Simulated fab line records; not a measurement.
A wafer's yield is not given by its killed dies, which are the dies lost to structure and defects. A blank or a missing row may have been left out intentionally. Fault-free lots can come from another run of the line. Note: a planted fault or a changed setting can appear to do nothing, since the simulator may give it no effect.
Tool commonality check | flow nand-harc | 1 lot, 1 wafer sampled

== REASON IT WAS OPENED ==
At NHARC_END_SORT_01 the reading killed-at-periphery is flagged on 1 of 1 lot. No-fault wafers: 3.6, standard deviation 2.3.
Rule: flag the lot when none of its wafers has a number, or when each of its wafers that has one lies beyond 4 standard deviations from that mean. As for the other lots, they are considered sound.

lot  | measured     | on        | killed-at-periphery, wafer by wafer | flag
L712 | day 34 01:55 | prober-01 | 107                                 | FLAGGED
Average over the flagged lots: 107.0; offset from the usual +103.4, equal to +45 standard deviations.

== EACH LOT AND THE TOOL IT RAN ON ==
Before the reading, the record contains 3 process steps out of a 1302-step route. Read each cell as the tool, then ch plus the chambers that the sampled wafers visited, then the start.
lot  | flag    | NHARC_P_CONTACT_CMP_01    | NHARC_P_CONTACT_DESCUM_17      | NHARC_P_CONTACT_PVD_32
L712 | FLAGGED | cmp-04 ch 2, day 11 22:04 | rie-diel-07 ch 1, day 11 23:02 | pvd-sputter-03, day 12 00:46
What is done by these steps:
- NHARC_P_CONTACT_CMP_01: polishes SiO2, target thk 200 nm.
- NHARC_P_CONTACT_DESCUM_17: chemistry O2, time 3 s.
- NHARC_P_CONTACT_PVD_32: deposits Ti, target thk 5 nm, time 17.7 s.
- NHARC_END_SORT_01

== FLAGGED AGAINST TOTAL, ONE TOOL AT A TIME (gauges that did the reading follow at the end) ==
step                      | tool           | lots run | flagged | share of the flagged lots | sound lots run after its first flagged lot
NHARC_P_CONTACT_CMP_01    | cmp-04         | 1        | 1       | all                       | 0
NHARC_P_CONTACT_DESCUM_17 | rie-diel-07    | 1        | 1       | all                       | 0
NHARC_P_CONTACT_PVD_32    | pvd-sputter-03 | 1        | 1       | all                       | 0
NHARC_END_SORT_01         | prober-01      | 1        | 1       | all                       | 0

== WHAT THE TABLE PERMITS ==
4 rows of the table ran every flagged lot: cmp-04 at NHARC_P_CONTACT_CMP_01, rie-diel-07 at NHARC_P_CONTACT_DESCUM_17, pvd-sputter-03 at NHARC_P_CONTACT_PVD_32, prober-01 at NHARC_END_SORT_01.
- cmp-04 at NHARC_P_CONTACT_CMP_01: 1 of its 1 lot flagged. In this sample it ran no sound lot ahead of its first flagged lot, so there is no way to narrow down the start.
- rie-diel-07 at NHARC_P_CONTACT_DESCUM_17: 1 of its 1 lot flagged. In this sample it ran no sound lot ahead of its first flagged lot, so there is no way to narrow down the start.
- pvd-sputter-03 at NHARC_P_CONTACT_PVD_32: 1 of its 1 lot flagged. In this sample it ran no sound lot ahead of its first flagged lot, so there is no way to narrow down the start.
- prober-01 at NHARC_END_SORT_01: 1 of its 1 lot flagged. In this sample it ran no sound lot ahead of its first flagged lot, so there is no way to narrow down the start.
These 4 tools cannot be told apart by counting lots, since each of them fits a fault that started at some hour. More lots, or a look at what each step does to the wafer, might.

== WHAT WAS PUT IN BY THE SIMULATOR ==
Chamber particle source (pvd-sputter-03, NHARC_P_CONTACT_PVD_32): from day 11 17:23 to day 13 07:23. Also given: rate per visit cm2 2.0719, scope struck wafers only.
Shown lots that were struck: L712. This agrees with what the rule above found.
